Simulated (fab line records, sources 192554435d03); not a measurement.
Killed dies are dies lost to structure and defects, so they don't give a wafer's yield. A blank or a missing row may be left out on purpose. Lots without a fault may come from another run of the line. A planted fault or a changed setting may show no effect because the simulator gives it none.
Which tool did it? | flow n5_finfet | 24 lots, 72 wafers sampled, at 5 steps of a route of 1938

WHAT THE GAUGES READ, wafer by wafer
N5_BEOL_M14_CD_MEAS_17: target cd 250 nm.
lot  | measured     | on        | cd_nm (nm)
L074 | day 11 06:59 | cd_sem-01 | 248.9 251.2 249.5
L076 | day 12 04:07 | cd_sem-02 | 250.1 252.0 249.2
L078 | day 12 14:04 | cd_sem-01 | 248.3 249.5 247.9
L075 | day 12 20:01 | cd_sem-03 | 250.2 249.8 249.9
L077 | day 13 00:37 | cd_sem-03 | 250.5 248.2 248.5
L083 | day 13 14:22 | cd_sem-02 | 249.1 249.2 249.8
L079 | day 14 02:20 | cd_sem-03 | 249.4 251.1 247.8
L080 | day 14 04:51 | cd_sem-03 | 249.0 247.7 247.5
L081 | day 14 08:42 | cd_sem-01 | 248.4 250.1 249.2
L084 | day 14 17:49 | cd_sem-01 | 250.3 251.8 251.7
L082 | day 14 18:07 | cd_sem-02 | 251.8 251.7 250.5
L087 | day 14 22:01 | cd_sem-01 | 245.8 245.8 247.3
L085 | day 15 07:38 | cd_sem-03 | 248.8 249.0 248.4
L086 | day 15 11:20 | cd_sem-03 | 249.1 249.3 249.3
L088 | day 15 11:36 | cd_sem-02 | 249.2 248.3 248.8
L090 | day 15 17:57 | cd_sem-02 | 248.3 249.5 248.9
L089 | day 16 01:34 | cd_sem-03 | 251.1 250.1 246.9
L092 | day 16 17:38 | cd_sem-03 | 249.0 249.7 249.0
L091 | day 16 18:59 | cd_sem-02 | 251.0 249.5 247.1
L093 | day 16 19:34 | cd_sem-03 | 251.3 251.3 252.4
L096 | day 16 20:15 | cd_sem-02 | 251.5 249.4 250.6
L095 | day 17 01:42 | cd_sem-01 | 249.8 249.8 249.9
L094 | day 17 03:32 | cd_sem-01 | 249.7 249.3 250.7
L097 | day 18 02:57 | cd_sem-02 | 248.8 248.7 248.0

N5_BEOL_M15_INSPECT_12: inspects for defects (macro).
lot  | measured     | on                | raw_defect_count
L074 | day 11 12:55 | defect_inspect-02 | 3 1 1
L076 | day 12 08:37 | defect_inspect-02 | 2 1 3
L078 | day 12 18:23 | defect_inspect-02 | 4 2 1
L075 | day 13 00:17 | defect_inspect-02 | 2 0 2
L077 | day 13 05:29 | defect_inspect-02 | 0 0 1
L083 | day 13 18:31 | defect_inspect-01 | 0 3 2
L079 | day 14 08:26 | defect_inspect-02 | 3 5 1
L080 | day 14 11:42 | defect_inspect-01 | 4 2 3
L081 | day 14 12:41 | defect_inspect-01 | 2 2 2
L084 | day 14 22:10 | defect_inspect-02 | 0 1 2
L082 | day 14 22:31 | defect_inspect-01 | 0 1 3
L087 | day 15 02:11 | defect_inspect-02 | 1 3 2
L085 | day 15 11:55 | defect_inspect-01 | 2 3 4
L086 | day 15 17:09 | defect_inspect-02 | 2 2 3
L088 | day 15 18:16 | defect_inspect-02 | 4 1 1
L090 | day 15 21:37 | defect_inspect-02 | 2 2 3
L089 | day 16 05:44 | defect_inspect-01 | 3 0 1
L092 | day 16 21:56 | defect_inspect-01 | 3 1 4
L091 | day 17 00:31 | defect_inspect-02 | 3 0 2
L093 | day 17 01:30 | defect_inspect-01 | 1 0 3
L096 | day 17 03:40 | defect_inspect-02 | 1 0 4
L095 | day 17 09:02 | defect_inspect-01 | 1 4 2
L094 | day 17 09:12 | defect_inspect-02 | 1 2 4
L097 | day 18 12:07 | defect_inspect-01 | 2 3 3

WHICH TOOL RAN EACH LOT (tool, then ch and the chambers of the sampled wafers, then the start)
lot  | N5_BEOL_M13_DEP_53              | N5_BEOL_M14_PRE_CLEAN_42     | N5_BEOL_M14_DEP_53
L074 | pecvd-01 ch 0,1, day 11 05:48   | pvd_sputter-02, day 11 10:50 | pecvd-04 ch 0,1, day 11 12:04
L076 | pecvd-03 ch 0,2, day 12 02:51   | pvd_sputter-02, day 12 06:27 | pecvd-04 ch 1,2, day 12 07:37
L078 | pecvd-01 ch 0,1, day 12 12:54   | pvd_sputter-01, day 12 16:14 | pecvd-01 ch 1,2, day 12 17:24
L075 | pecvd-02 ch 1,2, day 12 18:52   | pvd_sputter-02, day 12 22:15 | pecvd-04 ch 0,1,2, day 12 23:25
L077 | pecvd-03 ch 0,1, day 12 23:26   | pvd_sputter-01, day 13 02:45 | pecvd-03 ch 0,1,2, day 13 04:38
L083 | pecvd-03 ch 0,2, day 13 13:05   | pvd_sputter-01, day 13 16:14 | pecvd-03 ch 0,1, day 13 17:38
L079 | pecvd-03 ch 0,1, day 14 01:00   | pvd_sputter-02, day 14 06:25 | pecvd-04 ch 1,2, day 14 07:34
L080 | pecvd-03 ch 0,1, day 14 03:41   | pvd_sputter-03, day 14 08:55 | pecvd-04 ch 1,2, day 14 10:43
L081 | pecvd-02 ch 1,2, day 14 07:25   | pvd_sputter-01, day 14 10:41 | pecvd-03 ch 1,2, day 14 11:57
L084 | pecvd-01 ch 1, day 14 16:34     | pvd_sputter-02, day 14 19:34 | pecvd-03 ch 0,1,2, day 14 21:12
L082 | pecvd-01 ch 1, day 14 16:40     | pvd_sputter-02, day 14 20:10 | pecvd-03 ch 0,1, day 14 21:33
L087 | pecvd-03 ch 0,2, day 14 20:45   | pvd_sputter-02, day 14 23:41 | pecvd-04 ch 0,1,2, day 15 01:19
L085 | pecvd-02 ch 0,1,2, day 15 06:22 | pvd_sputter-02, day 15 09:51 | pecvd-04 ch 0,2, day 15 11:10
L086 | pecvd-03 ch 0,1,2, day 15 10:03 | pvd_sputter-03, day 15 15:06 | pecvd-04 ch 0,1, day 15 16:25
L088 | pecvd-01 ch 0,1,2, day 15 10:05 | pvd_sputter-01, day 15 15:55 | pecvd-03 ch 0,1,2, day 15 17:25
L090 | pecvd-01 ch 0,2, day 15 16:48   | pvd_sputter-03, day 15 19:43 | pecvd-01 ch 0,1,2, day 15 20:53
L089 | pecvd-01 ch 1,2, day 16 00:13   | pvd_sputter-03, day 16 03:50 | pecvd-03 ch 0,2, day 16 05:00
L092 | pecvd-02 ch 1,2, day 16 16:27   | pvd_sputter-03, day 16 19:43 | pecvd-04 ch 0,1,2, day 16 21:04
L091 | pecvd-03 ch 0,1, day 16 17:41   | pvd_sputter-01, day 16 22:36 | pecvd-01 ch 0,1, day 16 23:47
L093 | pecvd-03 ch 0,1, day 16 18:14   | pvd_sputter-03, day 16 23:36 | pecvd-04 ch 0,1,2, day 17 00:46
L096 | pecvd-03 ch 0,1, day 16 19:01   | pvd_sputter-02, day 17 01:41 | pecvd-04 ch 0,2, day 17 02:56
L095 | pecvd-01 ch 0,1, day 17 00:25   | pvd_sputter-03, day 17 06:54 | pecvd-01 ch 0,1, day 17 08:04
L094 | pecvd-01 ch 0,1, day 17 02:16   | pvd_sputter-02, day 17 06:55 | pecvd-04 ch 1,2, day 17 08:17
L097 | pecvd-01 ch 0,1, day 18 01:37   | pvd_sputter-03, day 18 09:20 | pecvd-03 ch 0,2, day 18 11:15
- N5_BEOL_M13_DEP_53: deposits SiCN from 3MS/NH3, target thk 50 nm, time 17.8 s.
- N5_BEOL_M14_PRE_CLEAN_42: time 30 s.
- N5_BEOL_M14_DEP_53: deposits SiCN from 3MS/NH3, target thk 50 nm, time 17.8 s.

WHAT THE TOOLS THEMSELVES READ (means of the sampled wafers that have a number; where no wafer has one, the mark that the record gives instead)
N5_BEOL_M13_DEP_53.
lot  | tool     | showerhead_plenum_p_Torr (Torr) | throttle_valve_pct (%)
L074 | pecvd-01 | 4.182                           | 18.6
L076 | pecvd-03 | 4.168                           | 17.6
L078 | pecvd-01 | 4.171                           | 18.9
L075 | pecvd-02 | 4.183                           | 18.8
L077 | pecvd-03 | 4.173                           | 18.7
L083 | pecvd-03 | 4.173                           | 18.9
L079 | pecvd-03 | 4.167                           | 18.7
L080 | pecvd-03 | 4.171                           | 18.7
L081 | pecvd-02 | 4.180                           | 19.1
L084 | pecvd-01 | 4.157                           | 18.8
L082 | pecvd-01 | 4.161                           | 19.0
L087 | pecvd-03 | 4.182                           | 18.8
L085 | pecvd-02 | 4.168                           | 18.7
L086 | pecvd-03 | 4.174                           | 18.1
L088 | pecvd-01 | 4.180                           | 18.0
L090 | pecvd-01 | 4.183                           | 18.0
L089 | pecvd-01 | 4.166                           | 17.6
L092 | pecvd-02 | 4.184                           | 19.2
L091 | pecvd-03 | 4.170                           | 18.8
L093 | pecvd-03 | 4.176                           | 19.3
L096 | pecvd-03 | 4.173                           | 18.7
L095 | pecvd-01 | 4.183                           | 18.8
L094 | pecvd-01 | 4.168                           | 18.8
L097 | pecvd-01 | 4.173                           | 18.7

N5_BEOL_M14_PRE_CLEAN_42.
lot  | tool           | heater_power_w (W)
L074 | pvd_sputter-02 | 446
L076 | pvd_sputter-02 | 450
L078 | pvd_sputter-01 | 401
L075 | pvd_sputter-02 | 447
L077 | pvd_sputter-01 | 378
L083 | pvd_sputter-01 | 399
L079 | pvd_sputter-02 | 460
L080 | pvd_sputter-03 | 435
L081 | pvd_sputter-01 | 395
L084 | pvd_sputter-02 | 464
L082 | pvd_sputter-02 | 462
L087 | pvd_sputter-02 | 463
L085 | pvd_sputter-02 | 487
L086 | pvd_sputter-03 | 437
L088 | pvd_sputter-01 | 401
L090 | pvd_sputter-03 | 464
L089 | pvd_sputter-03 | 474
L092 | pvd_sputter-03 | 434
L091 | pvd_sputter-01 | 404
L093 | pvd_sputter-03 | 441
L096 | pvd_sputter-02 | 463
L095 | pvd_sputter-03 | 432
L094 | pvd_sputter-02 | 461
L097 | pvd_sputter-03 | 465

N5_BEOL_M14_DEP_53.
lot  | tool     | showerhead_plenum_p_Torr (Torr) | throttle_valve_pct (%)
L074 | pecvd-04 | 4.11                            | 18.6
L076 | pecvd-04 | 4.15                            | 17.3
L078 | pecvd-01 | 4.16                            | 18.3
L075 | pecvd-04 | 4.13                            | 17.7
L077 | pecvd-03 | 4.17                            | 18.1
L083 | pecvd-03 | 4.19                            | 19.4
L079 | pecvd-04 | 4.16                            | 17.3
L080 | pecvd-04 | 4.15                            | 16.7
L081 | pecvd-03 | 4.17                            | 17.0
L084 | pecvd-03 | 4.17                            | 18.2
L082 | pecvd-03 | 4.18                            | 19.5
L087 | pecvd-04 | 4.13                            | 17.8
L085 | pecvd-04 | 4.11                            | 18.1
L086 | pecvd-04 | 4.13                            | 18.4
L088 | pecvd-03 | 4.17                            | 18.2
L090 | pecvd-01 | 4.17                            | 18.1
L089 | pecvd-03 | 4.17                            | 17.6
L092 | pecvd-04 | 4.14                            | 17.7
L091 | pecvd-01 | 4.17                            | 18.8
L093 | pecvd-04 | 4.13                            | 17.8
L096 | pecvd-04 | 4.11                            | 18.2
L095 | pecvd-01 | 4.17                            | 18.8
L094 | pecvd-04 | 4.16                            | 16.9
L097 | pecvd-03 | 4.17                            | 17.7

THE ANSWER, worked out from the rows above alone
Rule: what is usual is taken from the lots themselves. Put in order of their means at a reading, lots are off if they are a third of the lots or fewer, leave a main group of 4 or more, and stand apart from it by a gap of 3 or more times the standard deviation of the main group's means; of several such gaps the widest counts. A main group whose means are all the same, to the digits that the tables above print for the reading, isn't used. A lot without any number at a reading at which 4 lots or more have one is off too. The other lots that the step has rows for count as sound. The gauges are gone through in route order, then the tools' own readings, and for those a lot's mean is taken as printed above. The first step at which some lot is off is used, and at that step the reading that is off furthest; a lot without a number counts as furthest.
No lot is off at any reading shown: from this, nothing can be told.

WHAT THE SIMULATOR HAD PUT IN
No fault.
